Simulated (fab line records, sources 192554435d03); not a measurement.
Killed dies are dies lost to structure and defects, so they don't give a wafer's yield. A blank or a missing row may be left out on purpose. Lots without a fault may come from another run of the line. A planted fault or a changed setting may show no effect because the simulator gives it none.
Which tool did it? | flow n5_finfet | 24 lots, 72 wafers sampled, at 6 steps of a route of 1938

WHAT THE GAUGES READ, wafer by wafer
The record holds no reading of a measuring or inspecting step that can be judged against a usual standard deviation.

WHICH TOOL RAN EACH LOT (tool, then ch and the chambers of the sampled wafers, then the start)
lot  | N5_BEOL_M11_CURE_71           | N5_BEOL_M11_PECVD_70            | N5_BEOL_M11_STRIP_36               | N5_BEOL_M11_STRIP_77                          | N5_BEOL_M11_PRE_CLEAN_45     | N5_BEOL_M11_ALD_74
L074 | uv_cure-02 ch 0, day 10 07:52 | pecvd-04 ch 1,2, day 10 08:15   | rie_diel-04 ch 0,2,3, day 10 12:47 | rie_diel-04 ch 0,2,3, day 10 13:55 or earlier | pvd_sputter-02, day 10 13:55 | ald_metal-04 ch 0,1,3, day 10 14:02
L075 | uv_cure-03 ch 1, day 11 04:56 | pecvd-03 ch 0,2, day 11 05:29   | rie_diel-01 ch 0,2,3, day 11 11:19 | rie_diel-01 ch 0,2,3, day 11 12:12 or earlier | pvd_sputter-02, day 11 12:12 | ald_metal-01 ch 0,2,3, day 11 12:25
L076 | uv_cure-01 ch 1, day 11 14:14 | pecvd-04 ch 0,1, day 11 14:42   | rie_diel-04 ch 0,1,3, day 11 16:34 | rie_diel-04 ch 0,1,3, day 11 17:23 or earlier | pvd_sputter-02, day 11 17:23 | ald_metal-04 ch 0,2,3, day 11 17:31
L077 | uv_cure-01 ch 1, day 11 17:29 | pecvd-03 ch 0,2, day 11 18:06   | rie_diel-01 ch 0,1,3, day 11 22:46 | rie_diel-01 ch 0,1,3, day 12 00:27 or earlier | pvd_sputter-02, day 12 00:27 | ald_metal-01 ch 0,2,3, day 12 00:31
L078 | uv_cure-02 ch 1, day 12 02:22 | pecvd-01 ch 0,1, day 12 02:55   | rie_diel-01 ch 0,1, day 12 06:22   | rie_diel-01 ch 0,1, day 12 07:24 or earlier   | pvd_sputter-03, day 12 07:24 | ald_metal-01 ch 1,2, day 12 07:29
L079 | uv_cure-02 ch 0, day 12 06:19 | pecvd-01 ch 0,1, day 12 07:11   | rie_diel-04 ch 0,1,3, day 12 09:44 | rie_diel-04 ch 0,1,3, day 12 10:55 or earlier | pvd_sputter-02, day 12 10:55 | ald_metal-01 ch 0,1,2, day 12 11:04
L081 | uv_cure-02 ch 1, day 12 18:17 | pecvd-04 ch 0,1,2, day 12 18:50 | rie_diel-04 ch 0,1, day 12 23:17   | rie_diel-04 ch 0,1, day 13 03:15 or earlier   | pvd_sputter-01, day 13 03:15 | ald_metal-01 ch 2,3, day 13 03:19
L080 | uv_cure-01 ch 0, day 12 18:24 | pecvd-04 ch 0,2, day 12 19:26   | rie_diel-04 ch 0,1,3, day 13 00:26 | rie_diel-04 ch 0,1,3, day 13 03:25 or earlier | pvd_sputter-01, day 13 03:25 | ald_metal-01 ch 1,3, day 13 03:34
L083 | uv_cure-02 ch 2, day 12 19:03 | pecvd-01 ch 0,1,2, day 12 19:36 | rie_diel-02 ch 0,2,3, day 13 00:42 | rie_diel-02 ch 0,2,3, day 13 04:28 or earlier | pvd_sputter-03, day 13 04:28 | ald_metal-04 ch 0,1,3, day 13 04:31
L084 | uv_cure-02 ch 0, day 13 02:06 | pecvd-03 ch 1,2, day 13 02:39   | rie_diel-01 ch 0,2,3, day 13 07:05 | rie_diel-01 ch 0,2,3, day 13 08:06 or earlier | pvd_sputter-02, day 13 08:06 | ald_metal-01 ch 0,2,3, day 13 08:10
L082 | uv_cure-01 ch 0, day 13 05:27 | pecvd-04 ch 0,2, day 13 06:00   | rie_diel-02 ch 2,3, day 13 12:38   | rie_diel-02 ch 2,3, day 13 13:25 or earlier   | pvd_sputter-01, day 13 13:25 | ald_metal-01 ch 0,2,3, day 13 13:29
L086 | uv_cure-03 ch 1, day 13 15:10 | pecvd-01 ch 0,1,2, day 13 15:30 | rie_diel-04 ch 1,2, day 13 20:59   | rie_diel-04 ch 1,2, day 14 00:15 or earlier   | pvd_sputter-01, day 14 00:15 | ald_metal-04 ch 1,2,3, day 14 00:19
L085 | uv_cure-03 ch 2, day 13 17:04 | pecvd-04 ch 0,1,2, day 13 17:27 | rie_diel-04 ch 2,3, day 13 23:57   | rie_diel-04 ch 2,3, day 14 00:46 or earlier   | pvd_sputter-03, day 14 00:46 | ald_metal-04 ch 2,3, day 14 00:50
L088 | uv_cure-03 ch 2, day 14 13:19 | pecvd-03 ch 0,1, day 14 13:47   | rie_diel-04 ch 0,2,3, day 14 17:43 | rie_diel-04 ch 0,2,3, day 14 18:43 or earlier | pvd_sputter-02, day 14 18:43 | ald_metal-04 ch 0,1, day 14 18:46
L087 | uv_cure-02 ch 2, day 14 20:26 | pecvd-01 ch 1,2, day 14 20:59   | rie_diel-01 ch 0,2,3, day 15 01:20 | rie_diel-01 ch 0,2,3, day 15 02:20 or earlier | pvd_sputter-02, day 15 02:20 | ald_metal-03 ch 0,3, day 15 02:23
L089 | uv_cure-01 ch 0, day 15 00:17 | pecvd-01 ch 0,1,2, day 15 00:50 | rie_diel-01 ch 2,3, day 15 03:55   | rie_diel-01 ch 2,3, day 15 05:52 or earlier   | pvd_sputter-03, day 15 05:52 | ald_metal-03 ch 0,3, day 15 05:56
L090 | uv_cure-02 ch 1, day 15 04:16 | pecvd-03 ch 1,2, day 15 04:49   | rie_diel-02 ch 1,2, day 15 10:05   | rie_diel-02 ch 1,2, day 15 11:14 or earlier   | pvd_sputter-01, day 15 11:14 | ald_metal-03 ch 0,1,3, day 15 11:19
L091 | uv_cure-01 ch 1, day 15 04:44 | pecvd-04 ch 1,2, day 15 05:12   | rie_diel-02 ch 0,1,2, day 15 10:33 | rie_diel-02 ch 0,1,2, day 15 11:57 or earlier | pvd_sputter-02, day 15 11:57 | ald_metal-03 ch 1,2, day 15 12:01
L092 | uv_cure-02 ch 1, day 16 00:27 | pecvd-01 ch 0,2, day 16 01:00   | rie_diel-02 ch 0,2,3, day 16 07:34 | rie_diel-02 ch 0,2,3, day 16 08:45 or earlier | pvd_sputter-01, day 16 08:45 | ald_metal-01 ch 0,1,2, day 16 08:49
L093 | uv_cure-03 ch 1, day 16 09:05 | pecvd-03 ch 0,2, day 16 09:28   | rie_diel-04 ch 1,2,3, day 16 12:08 | rie_diel-04 ch 1,2,3, day 16 13:18 or earlier | pvd_sputter-02, day 16 13:18 | ald_metal-01 ch 0,1,3, day 16 13:22
L096 | uv_cure-02 ch 1, day 16 10:23 | pecvd-04 ch 0,1, day 16 10:56   | rie_diel-01 ch 0,2,3, day 16 17:17 | rie_diel-01 ch 0,2,3, day 16 18:22 or earlier | pvd_sputter-01, day 16 18:22 | ald_metal-01 ch 0,1,2, day 16 18:25
L095 | uv_cure-01 ch 1, day 16 10:49 | pecvd-01 ch 0,2, day 16 11:17   | rie_diel-04 ch 1,2,3, day 16 16:40 | rie_diel-04 ch 1,2,3, day 16 17:37 or earlier | pvd_sputter-03, day 16 17:37 | ald_metal-04 ch 1,2, day 16 17:41
L094 | uv_cure-03 ch 0, day 16 11:10 | pecvd-04 ch 0,1, day 16 11:43   | rie_diel-02 ch 0,1, day 16 17:35   | rie_diel-02 ch 0,1, day 16 18:35 or earlier   | pvd_sputter-01, day 16 18:35 | ald_metal-03 ch 1,2,3, day 16 18:38
L097 | uv_cure-02 ch 1, day 17 07:31 | pecvd-04 ch 0,1,2, day 17 08:04 | rie_diel-04 ch 1,2,3, day 17 12:12 | rie_diel-04 ch 1,2,3, day 17 14:56 or earlier | pvd_sputter-02, day 17 14:56 | ald_metal-03 ch 1,2,3, day 17 15:02
- N5_BEOL_M11_CURE_71: cures SiCOH lowk, time 240 s.
- N5_BEOL_M11_PECVD_70: deposits SiO2 from TEOS/O2, target thk 20 nm, time 22.7 s.
- N5_BEOL_M11_STRIP_36: strips in N2/H2.
- N5_BEOL_M11_STRIP_77: strips in N2/H2, time 10 s.
- N5_BEOL_M11_PRE_CLEAN_45: time 30 s.
- N5_BEOL_M11_ALD_74: deposits TaN, target thk 2 nm, pulse time 2 s, purge time 3 s.

WHAT THE TOOLS THEMSELVES READ (means of the sampled wafers that have a number; where no wafer has one, the mark that the record gives instead)
N5_BEOL_M11_CURE_71.
lot  | tool       | lamp_power_pct (%) | wafer_temp_C_max
L074 | uv_cure-02 | 52.28              | 386.1
L075 | uv_cure-03 | 52.31              | 387.7
L076 | uv_cure-01 | 52.33              | 386.3
L077 | uv_cure-01 | 52.32              | 386.2
L078 | uv_cure-02 | 52.24              | 386.7
L079 | uv_cure-02 | 52.32              | 386.6
L081 | uv_cure-02 | 52.30              | 386.9
L080 | uv_cure-01 | 52.29              | 387.0
L083 | uv_cure-02 | 52.30              | 386.1
L084 | uv_cure-02 | 52.31              | 385.7
L082 | uv_cure-01 | 52.30              | 386.5
L086 | uv_cure-03 | 52.31              | 387.8
L085 | uv_cure-03 | 52.28              | 386.7
L088 | uv_cure-03 | 52.32              | 386.1
L087 | uv_cure-02 | 52.32              | 386.2
L089 | uv_cure-01 | 52.33              | 386.5
L090 | uv_cure-02 | 52.28              | 386.6
L091 | uv_cure-01 | 52.29              | 386.3
L092 | uv_cure-02 | 52.35              | 387.2
L093 | uv_cure-03 | 52.29              | 388.6
L096 | uv_cure-02 | 52.32              | 387.1
L095 | uv_cure-01 | 52.30              | 386.4
L094 | uv_cure-03 | 52.28              | 387.5
L097 | uv_cure-02 | 52.28              | 387.0

N5_BEOL_M11_PECVD_70.
lot  | tool     | heater_power_w (W) | showerhead_plenum_p_Torr (Torr) | throttle_valve_pct (%)
L074 | pecvd-04 | 755                | 8.75                            | 21.4
L075 | pecvd-03 | 603                | 8.68                            | 20.5
L076 | pecvd-04 | 698                | 8.66                            | 22.8
L077 | pecvd-03 | 655                | 8.72                            | 21.4
L078 | pecvd-01 | 726                | 8.72                            | 22.4
L079 | pecvd-01 | 682                | 8.73                            | 22.4
L081 | pecvd-04 | 739                | 8.73                            | 21.8
L080 | pecvd-04 | 721                | 8.78                            | 21.4
L083 | pecvd-01 | 784                | 8.75                            | 22.3
L084 | pecvd-03 | 698                | 8.83                            | 21.3
L082 | pecvd-04 | 725                | 8.78                            | 21.4
L086 | pecvd-01 | 764                | 8.75                            | 22.1
L085 | pecvd-04 | 745                | 8.73                            | 21.9
L088 | pecvd-03 | 715                | 8.82                            | 21.8
L087 | pecvd-01 | 794                | 8.74                            | 22.2
L089 | pecvd-01 | 689                | 8.74                            | 22.4
L090 | pecvd-03 | 660                | 8.74                            | 20.8
L091 | pecvd-04 | 859                | 8.78                            | 21.0
L092 | pecvd-01 | 738                | 8.75                            | 22.1
L093 | pecvd-03 | 603                | 8.73                            | 21.3
L096 | pecvd-04 | 708                | 8.68                            | 22.6
L095 | pecvd-01 | 809                | 8.75                            | 22.1
L094 | pecvd-04 | 756                | 8.68                            | 22.2
L097 | pecvd-04 | 737                | 8.72                            | 21.8

N5_BEOL_M11_STRIP_36.
lot  | tool        | chamber_pressure_mTorr (mTorr) | drypump_motor_current_A (A) | oes_product_au (a.u.) | rf_vpp_V (V) | showerhead_plenum_p_Torr (Torr) | temp_c (C) | throttle_valve_pct (%)
L074 | rie_diel-04 | 19.98                          | 5.2                         | 0.79                  | 59.4         | 2.66                            | 40.06      | 23.45
L075 | rie_diel-01 | 19.99                          | 5.5                         | 0.86                  | 57.3         | 2.51                            | 39.98      | 23.19
L076 | rie_diel-04 | 19.99                          | 5.2                         | 0.81                  | 59.2         | 2.60                            | 39.89      | 23.54
L077 | rie_diel-01 | 20.03                          | 5.6                         | 0.80                  | 59.7         | 2.51                            | 40.07      | 23.58
L078 | rie_diel-01 | 20.03                          | 5.8                         | 0.73                  | 57.3         | 2.52                            | 39.82      | 23.91
L079 | rie_diel-04 | 20.03                          | 5.1                         | 0.82                  | 58.9         | 2.60                            | 40.05      | 23.56
L081 | rie_diel-04 | 20.03                          | 5.1                         | 0.78                  | 58.2         | 2.51                            | 39.98      | 23.72
L080 | rie_diel-04 | 19.99                          | 5.1                         | 0.80                  | 58.2         | 2.59                            | 40.09      | 23.56
L083 | rie_diel-02 | 20.01                          | 5.9                         | 0.70                  | 59.6         | 2.54                            | 39.95      | 23.90
L084 | rie_diel-01 | 20.03                          | 5.5                         | 0.84                  | 61.0         | 2.50                            | 39.84      | 23.20
L082 | rie_diel-02 | 19.97                          | 5.9                         | 0.69                  | 57.9         | 2.54                            | 40.16      | 23.88
L086 | rie_diel-04 | 20.04                          | 5.4                         | 0.77                  | 60.3         | 2.57                            | 40.06      | 23.65
L085 | rie_diel-04 | 20.02                          | 5.3                         | 0.82                  | 59.3         | 2.68                            | 40.12      | 23.41
L088 | rie_diel-04 | 19.99                          | 5.2                         | 0.76                  | 57.8         | 2.65                            | 40.06      | 23.47
L087 | rie_diel-01 | 20.01                          | 5.5                         | 0.82                  | 60.7         | 2.50                            | 39.97      | 23.23
L089 | rie_diel-01 | 20.01                          | 5.3                         | 0.82                  | 58.6         | 2.46                            | 40.04      | 23.20
L090 | rie_diel-02 | 19.98                          | 5.8                         | 0.80                  | 57.1         | 2.58                            | 39.91      | 23.57
L091 | rie_diel-02 | 20.00                          | 5.8                         | 0.83                  | 58.3         | 2.56                            | 39.98      | 23.64
L092 | rie_diel-02 | 20.00                          | 5.9                         | 0.85                  | 60.6         | 2.53                            | 39.97      | 23.67
L093 | rie_diel-04 | 19.98                          | 5.3                         | 0.79                  | 60.2         | 2.58                            | 40.16      | 23.59
L096 | rie_diel-01 | 20.01                          | 5.5                         | 0.80                  | 58.8         | 2.49                            | 40.08      | 23.26
L095 | rie_diel-04 | 20.00                          | 5.3                         | 0.79                  | 59.9         | 2.58                            | 39.89      | 23.58
L094 | rie_diel-02 | 20.04                          | 5.8                         | 0.90                  | 59.6         | 2.61                            | 39.96      | 23.53
L097 | rie_diel-04 | 19.98                          | 5.3                         | 0.78                  | 60.1         | 2.58                            | 40.06      | 23.61

N5_BEOL_M11_STRIP_77.
lot  | tool        | chamber_pressure_mTorr (mTorr) | drypump_motor_current_A (A) | oes_product_au (a.u.) | rf_vpp_V (V) | showerhead_plenum_p_Torr (Torr) | temp_c (C) | throttle_valve_pct (%)
L074 | rie_diel-04 | 19.989                         | 5.2                         | 0.80                  | 60.0         | 2.66                            | 39.90      | 23.45
L075 | rie_diel-01 | 20.012                         | 5.5                         | 0.86                  | 59.0         | 2.51                            | 40.08      | 23.19
L076 | rie_diel-04 | 19.995                         | 5.1                         | 0.82                  | 59.6         | 2.60                            | 39.97      | 23.55
L077 | rie_diel-01 | 19.998                         | 5.6                         | 0.80                  | 58.8         | 2.51                            | 40.05      | 23.59
L078 | rie_diel-01 | 20.012                         | 5.8                         | 0.73                  | 59.1         | 2.52                            | 39.99      | 23.93
L079 | rie_diel-04 | 20.003                         | 5.1                         | 0.81                  | 59.2         | 2.60                            | 39.95      | 23.55
L081 | rie_diel-04 | 20.018                         | 5.1                         | 0.78                  | 59.7         | 2.51                            | 40.02      | 23.74
L080 | rie_diel-04 | 20.012                         | 5.1                         | 0.81                  | 59.3         | 2.59                            | 39.94      | 23.57
L083 | rie_diel-02 | 19.992                         | 5.9                         | 0.69                  | 59.0         | 2.54                            | 40.03      | 23.90
L084 | rie_diel-01 | 20.001                         | 5.5                         | 0.84                  | 59.1         | 2.50                            | 40.01      | 23.22
L082 | rie_diel-02 | 20.012                         | 5.9                         | 0.69                  | 59.1         | 2.54                            | 39.95      | 23.87
L086 | rie_diel-04 | 20.016                         | 5.4                         | 0.76                  | 58.9         | 2.57                            | 39.99      | 23.65
L085 | rie_diel-04 | 19.993                         | 5.3                         | 0.83                  | 59.4         | 2.68                            | 39.88      | 23.39
L088 | rie_diel-04 | 20.006                         | 5.2                         | 0.76                  | 59.9         | 2.65                            | 39.91      | 23.48
L087 | rie_diel-01 | 20.005                         | 5.5                         | 0.81                  | 58.7         | 2.49                            | 39.93      | 23.23
L089 | rie_diel-01 | 20.005                         | 5.4                         | 0.82                  | 58.9         | 2.46                            | 39.94      | 23.20
L090 | rie_diel-02 | 20.001                         | 5.8                         | 0.81                  | 59.6         | 2.58                            | 40.10      | 23.59
L091 | rie_diel-02 | 20.005                         | 5.8                         | 0.83                  | 59.0         | 2.56                            | 39.95      | 23.66
L092 | rie_diel-02 | 20.019                         | 5.9                         | 0.86                  | 58.9         | 2.53                            | 40.02      | 23.68
L093 | rie_diel-04 | 20.008                         | 5.3                         | 0.79                  | 59.0         | 2.58                            | 40.08      | 23.60
L096 | rie_diel-01 | 20.000                         | 5.5                         | 0.80                  | 59.2         | 2.49                            | 40.04      | 23.25
L095 | rie_diel-04 | 19.998                         | 5.3                         | 0.78                  | 59.5         | 2.58                            | 40.07      | 23.60
L094 | rie_diel-02 | 19.992                         | 5.8                         | 0.89                  | 59.6         | 2.61                            | 40.14      | 23.52
L097 | rie_diel-04 | 19.998                         | 5.3                         | 0.78                  | 59.8         | 2.58                            | 39.93      | 23.60

N5_BEOL_M11_PRE_CLEAN_45.
lot  | tool           | heater_power_w (W)
L074 | pvd_sputter-02 | 322
L075 | pvd_sputter-02 | 324
L076 | pvd_sputter-02 | 339
L077 | pvd_sputter-02 | 328
L078 | pvd_sputter-03 | 347
L079 | pvd_sputter-02 | 329
L081 | pvd_sputter-01 | 340
L080 | pvd_sputter-01 | 339
L083 | pvd_sputter-03 | 330
L084 | pvd_sputter-02 | 307
L082 | pvd_sputter-01 | 359
L086 | pvd_sputter-01 | 353
L085 | pvd_sputter-03 | 308
L088 | pvd_sputter-02 | 343
L087 | pvd_sputter-02 | 313
L089 | pvd_sputter-03 | 306
L090 | pvd_sputter-01 | 359
L091 | pvd_sputter-02 | 340
L092 | pvd_sputter-01 | 356
L093 | pvd_sputter-02 | 342
L096 | pvd_sputter-01 | 354
L095 | pvd_sputter-03 | 335
L094 | pvd_sputter-01 | 350
L097 | pvd_sputter-02 | 341

N5_BEOL_M11_ALD_74.
lot  | tool         | heater_power_w (W) | precursor_vessel_temp_c (C)
L074 | ald_metal-04 | 407                | 75.05
L075 | ald_metal-01 | 464                | 74.98
L076 | ald_metal-04 | 401                | 74.95
L077 | ald_metal-01 | 468                | 75.05
L078 | ald_metal-01 | 471                | 75.06
L079 | ald_metal-01 | 465                | 75.04
L081 | ald_metal-01 | 504                | 75.06
L080 | ald_metal-01 | 444                | 75.07
L083 | ald_metal-04 | 410                | 75.04
L084 | ald_metal-01 | 468                | 75.02
L082 | ald_metal-01 | 467                | 75.01
L086 | ald_metal-04 | 417                | 74.95
L085 | ald_metal-04 | 433                | 74.94
L088 | ald_metal-04 | 374                | 74.97
L087 | ald_metal-03 | 418                | 74.96
L089 | ald_metal-03 | 389                | 74.92
L090 | ald_metal-03 | 395                | 74.88
L091 | ald_metal-03 | 430                | 74.95
L092 | ald_metal-01 | 465                | 75.02
L093 | ald_metal-01 | 439                | 75.01
L096 | ald_metal-01 | 468                | 74.81
L095 | ald_metal-04 | 371                | 75.05
L094 | ald_metal-03 | 409                | 74.97
L097 | ald_metal-03 | 401                | 75.05

THE ANSWER, worked out from the rows above alone
Rule: what is usual is taken from the lots themselves. Put in order of their means at a reading, lots are off if they are a third of the lots or fewer, leave a main group of 4 or more, and stand apart from it by a gap of 3 or more times the standard deviation of the main group's means; of several such gaps the widest counts. A main group whose means are all the same, to the digits that the tables above print for the reading, isn't used. A lot without any number at a reading at which 4 lots or more have one is off too. The other lots that the step has rows for count as sound. The gauges are gone through in route order, then the tools' own readings, and for those a lot's mean is taken as printed above. The first step at which some lot is off is used, and at that step the reading that is off furthest; a lot without a number counts as furthest.
No lot is off at any reading shown: from this, nothing can be told.

WHAT THE SIMULATOR HAD PUT IN
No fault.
